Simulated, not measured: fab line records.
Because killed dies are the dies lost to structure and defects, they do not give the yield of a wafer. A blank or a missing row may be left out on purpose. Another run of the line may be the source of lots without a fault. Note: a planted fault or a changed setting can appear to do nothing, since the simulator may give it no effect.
Split-lot study | flow n5 finfet | 39 wafers read from 7 lots, route of 1938 steps

## SPLIT DETAILS
At N5_BEOL_M6_ALD_77 (deposits TaN, target thk 2 nm, pulse time 2 s, purge time 3 s), the setting ald cycles was moved away from the recipe's 40 on 9 of the 39 wafers read, by -32.5% to +52.5%. This setting was run at the recipe's value on the other wafers.

The reading is taken at the split's own step.

## THE READING
TaN_of_BEOL_M6_ALD_77.thk nm (the simulator's own value, which no gauge read), in nm, at N5_BEOL_M6_ALD_77 (deposits TaN, target thk 2 nm, pulse time 2 s, purge time 3 s). No usual value for it is given in the file.

wafer  | tool, chamber at the split | ald cycles as run | against the recipe | TaN_of_BEOL_M6_ALD_77.thk nm, nm | against lot-mates on the recipe
L075.1 | ald metal-03, 2,2,1        | 27                | -32.5%             | 1.4                              | -0.6
L075.5 | ald metal-03, 2,2,1        | 27                | -32.5%             | 1.4                              | -0.6
L075.6 | ald metal-03, 2,2,1        | 27                | -32.5%             | 1.4                              | -0.6
L075.2 | ald metal-03, 0,3,1        | 40                | recipe             | 2                                | -
L075.3 | ald metal-03, 0,3,1        | 40                | recipe             | 2                                | -
L075.4 | ald metal-03, 0,3,1        | 40                | recipe             | 2                                | -
L076.1 | ald metal-03, 3,0,0        | 49                | +22.5%             | 2.4                              | +0.4
L076.4 | ald metal-03, 3,0,0        | 49                | +22.5%             | 2.4                              | +0.4
L076.5 | ald metal-03, 3,0,0        | 49                | +22.5%             | 2.4                              | +0.4
L076.2 | ald metal-03, 1,2,3        | 40                | recipe             | 2                                | -
L076.3 | ald metal-03, 1,2,3        | 40                | recipe             | 2                                | -
L076.6 | ald metal-03, 1,2,3        | 40                | recipe             | 2                                | -
L078.1 | ald metal-03, 0,1,3,2,0,1  | 40                | recipe             | 2                                | -
L078.2 | ald metal-03, 0,1,3,2,0,1  | 40                | recipe             | 2                                | -
L078.3 | ald metal-03, 0,1,3,2,0,1  | 40                | recipe             | 2                                | -
L078.4 | ald metal-03, 0,1,3,2,0,1  | 40                | recipe             | 2                                | -
L078.5 | ald metal-03, 0,1,3,2,0,1  | 40                | recipe             | 2                                | -
L078.6 | ald metal-03, 0,1,3,2,0,1  | 40                | recipe             | 2                                | -
L082.1 | ald metal-01, 3,1,2,2,1,3  | 40                | recipe             | 2                                | -
L082.2 | ald metal-01, 3,1,2,2,1,3  | 40                | recipe             | 2                                | -
L082.3 | ald metal-01, 3,1,2,2,1,3  | 40                | recipe             | 2                                | -
L082.4 | ald metal-01, 3,1,2,2,1,3  | 40                | recipe             | 2                                | -
L082.5 | ald metal-01, 3,1,2,2,1,3  | 40                | recipe             | 2                                | -
L082.6 | ald metal-01, 3,1,2,2,1,3  | 40                | recipe             | 2                                | -
L089.1 | ald metal-01, 3,1,0        | 40                | recipe             | 2                                | -
L089.3 | ald metal-01, 3,1,0        | 40                | recipe             | 2                                | -
L089.6 | ald metal-01, 3,1,0        | 40                | recipe             | 2                                | -
L089.2 | ald metal-01, 0,2,3        | 61                | +52.5%             | 3                                | +1.0
L089.4 | ald metal-01, 0,2,3        | 61                | +52.5%             | 3                                | +1.0
L089.5 | ald metal-01, 0,2,3        | 61                | +52.5%             | 3                                | +1.0
L092.1 | ald metal-04, 3,2,1        | 40                | recipe             | 2                                | -
L092.3 | ald metal-04, 3,2,1        | 40                | recipe             | 2                                | -
L092.5 | ald metal-04, 3,2,1        | 40                | recipe             | 2                                | -
L093.1 | ald metal-04, 3,0,2,1,0,1  | 40                | recipe             | 2                                | -
L093.2 | ald metal-04, 3,0,2,1,0,1  | 40                | recipe             | 2                                | -
L093.3 | ald metal-04, 3,0,2,1,0,1  | 40                | recipe             | 2                                | -
L093.4 | ald metal-04, 3,0,2,1,0,1  | 40                | recipe             | 2                                | -
L093.5 | ald metal-04, 3,0,2,1,0,1  | 40                | recipe             | 2                                | -
L093.6 | ald metal-04, 3,0,2,1,0,1  | 40                | recipe             | 2                                | -
Rows listing several chambers each stand for several wafers; the file does not say which wafer went through which chamber.

FIT RESULTS
A straight line over all 39 wafers: TaN_of_BEOL_M6_ALD_77.thk nm changes by +0.0188 nm for each +1% of ald cycles; r = +1.00; the points scatter about the line by 0.0081 nm.
The same after taking each lot's own level away (the mean of its wafers on the recipe; 39 wafers): +0.0188 nm for each +1%; r = +1.00; scatter 0.0081 nm.
The reading moves by 0.98 nm for the largest change in ald cycles, on that fit.
The lots' own levels span 2.00 to 2.00 nm.
So the lot-to-lot level changes the slope little: the two slopes agree.
Check: +0.981 nm against its lot-mates is what the line predicts for one of the wafers moved furthest among these (+52.5%) when that wafer is left out of the fit. It came out at +1 nm against them.

## FURTHER SPLITS ON THESE WAFERS
Note: prior to the reading, these wafers also went through further splits. Each is held against what the fit with the lots' levels taken away leaves over:
other split on the same wafers                    | wafers away from the commonest value | r with TaN_of_BEOL_M6_ALD_77.thk nm (lot level and that fit taken away)
N5_PMOS_HMC_CHANNEL_EPI_DEVELOP_08 develop time s | 18                                   | -0.16
N5_FIN_SAQP_DESCUM_21 time s                      | 12                                   | -0.13
N5_SD_EPI_N_EPI_21 epi growth time s              | 9                                    | +0.01
N5_MOL_CONTACT_COAG_ALD_27 time s                 | 18                                   | +0.30

## FILE'S OWN FIT
TaN_of_BEOL_M6_ALD_77.thk nm changes by +0.0188 nm for each +1% of ald cycles, r = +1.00.
